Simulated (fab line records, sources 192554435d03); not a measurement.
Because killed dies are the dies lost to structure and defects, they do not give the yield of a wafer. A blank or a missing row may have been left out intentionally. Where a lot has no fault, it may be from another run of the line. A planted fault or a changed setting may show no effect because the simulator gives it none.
The tool behind it: which one?	flow n5_finfet	Sampling: 12 lots, 36 wafers, 3 of 1938 route steps

== WHAT THE GAUGES SHOWED, per wafer ==
N5_PASSIVATION_OVL_MEAS_66. Usual: for PASS_OPEN_OVL the level is 2 nm and the standard deviation is 5.7.
lot	measured	on	PASS_OPEN_OVL (nm)	flag
L590	day 12 03:44	overlay-02	2 6 7	
L592	day 12 03:00	overlay-02	1 8 0	
L593	day 13 03:00	overlay-01	6 8 11	
L597	day 14 05:01	overlay-02	7 8 7	
L596	day 14 07:43	overlay-01	5 8 5	
L600	day 14 18:03	overlay-01	2 -2 0	
L602	day 15 11:07	overlay-01	3 5 8	
L604	day 15 20:00	overlay-01	14 3 8	
L607	day 16 05:17	overlay-01	0 -2 1	
L609	day 17 04:35	overlay-01	-3 -7 -1	
L611	day 17 06:28	overlay-02	3 -2 0	
L612	day 18 10:43	overlay-02	3 -1 4	

== WHAT TOOL EACH LOT RAN ON (gives the tool, then ch and the chambers of the sampled wafers, and finally the start) ==
lot	N5_HKMG_FIN_ETCH_86	N5_PASSIVATION_PRE_CLEAN_19
L590	rie_diel-05 ch 0,1,2, day 4 05:29	pvd_sputter-02, day 12 01:07
L592	rie_diel-05 ch 0,1,3, day 4 15:24	pvd_sputter-02, day 12 00:29
L593	rie_diel-02 ch 0,1,2, day 4 23:26	pvd_sputter-03, day 13 00:09
L597	rie_diel-04 ch 0,2, day 6 01:47	pvd_sputter-01, day 14 02:23
L596	rie_diel-05 ch 0,1,2, day 6 03:17	pvd_sputter-01, day 14 05:13
L600	rie_diel-02 ch 0,1,2, day 6 21:28	pvd_sputter-03, day 14 15:04
L602	rie_diel-05 ch 1,2,3, day 7 06:21	pvd_sputter-01, day 15 08:22
L604	rie_diel-05 ch 0,2,3, day 7 14:34	pvd_sputter-01, day 15 17:20
L607	rie_diel-02 ch 0,2,3, day 8 12:28	pvd_sputter-02, day 16 02:08
L609	rie_diel-02 ch 1,2,3, day 8 23:01	pvd_sputter-02, day 17 02:06
L611	rie_diel-04 ch 0,2,3, day 9 11:56	pvd_sputter-03, day 17 03:59
L612	rie_diel-02 ch 0,1, day 9 19:14	pvd_sputter-03, day 18 07:37
- N5_HKMG_FIN_ETCH_86: etches SOC in N2/H2, stops on TiN, target depth 393.2 nm.
- N5_PASSIVATION_PRE_CLEAN_19

== WHAT THE TOOLS THEMSELVES READ (means of the sampled wafers that have a number; where no wafer has one, the mark that the record gives instead) ==
N5_HKMG_FIN_ETCH_86. Usual: drypump_motor_current_A 5.6 A, standard deviation 0.38; h2_flow_sccm 200.0 sccm, standard deviation 0.57; oes_product_au 0.78 a.u., standard deviation 0.087; rf_vpp_V 241.0 V, standard deviation 1.3; showerhead_plenum_p_Torr 2.58 Torr, standard deviation 0.086; throttle_valve_pct 17.72 %, standard deviation 0.24.
lot	tool	drypump_motor_current_A (A)	h2_flow_sccm (sccm)	oes_product_au (a.u.)	rf_vpp_V (V)	showerhead_plenum_p_Torr (Torr)	throttle_valve_pct (%)	flag
L590	rie_diel-05	5.6	200.0	0.79	241.6	2.63	17.71	
L592	rie_diel-05	5.6	200.4	0.78	241.2	2.59	17.78	
L593	rie_diel-02	5.8	200.6	0.76	239.9	2.55	17.79	
L597	rie_diel-04	5.8	200.1	0.76	241.1	2.58	17.80	
L596	rie_diel-05	5.6	199.9	0.76	242.7	2.62	17.74	
L600	rie_diel-02	5.8	199.5	0.75	240.3	2.54	17.83	
L602	rie_diel-05	5.6	200.1	0.70	240.0	2.55	17.70	
L604	rie_diel-05	5.7	200.5	0.76	241.1	2.61	17.55	
L607	rie_diel-02	5.8	200.3	0.80	240.2	2.49	17.70	
L609	rie_diel-02	5.8	199.9	0.84	240.7	2.51	17.79	
L611	rie_diel-04	5.5	200.0	0.78	240.8	2.62	17.81	
L612	rie_diel-02	5.4	199.6	0.81	240.6	2.58	17.67	

N5_PASSIVATION_PRE_CLEAN_19. Usual: heater_power_w 461 W, standard deviation 32.
lot	tool	heater_power_w (W)	flag
L590	pvd_sputter-02	440	
L592	pvd_sputter-02	456	
L593	pvd_sputter-03	484	
L597	pvd_sputter-01	450	
L596	pvd_sputter-01	452	
L600	pvd_sputter-03	500	
L602	pvd_sputter-01	452	
L604	pvd_sputter-01	457	
L607	pvd_sputter-02	437	
L609	pvd_sputter-02	467	
L611	pvd_sputter-03	445	
L612	pvd_sputter-03	454	

== THE ANSWER, worked out from the rows above alone ==
Rule: take the mean of a lot's wafers that have a number; if it is more than 3 standard deviations from the usual mean, the lot is off. Also off: a lot with no number at a reading for which 4 or more lots have one. All remaining lots with rows at the step are treated as sound. After the gauges, taken in route order, come the tools' own readings; for these a lot's mean is taken, as printed above. At the first step where some lot is off, the reading lying furthest off is the one used; lots without a number count as furthest.
No lot is off at any reading shown: from this, nothing can be told.

== WHAT HAD BEEN PUT IN BY THE SIMULATOR ==
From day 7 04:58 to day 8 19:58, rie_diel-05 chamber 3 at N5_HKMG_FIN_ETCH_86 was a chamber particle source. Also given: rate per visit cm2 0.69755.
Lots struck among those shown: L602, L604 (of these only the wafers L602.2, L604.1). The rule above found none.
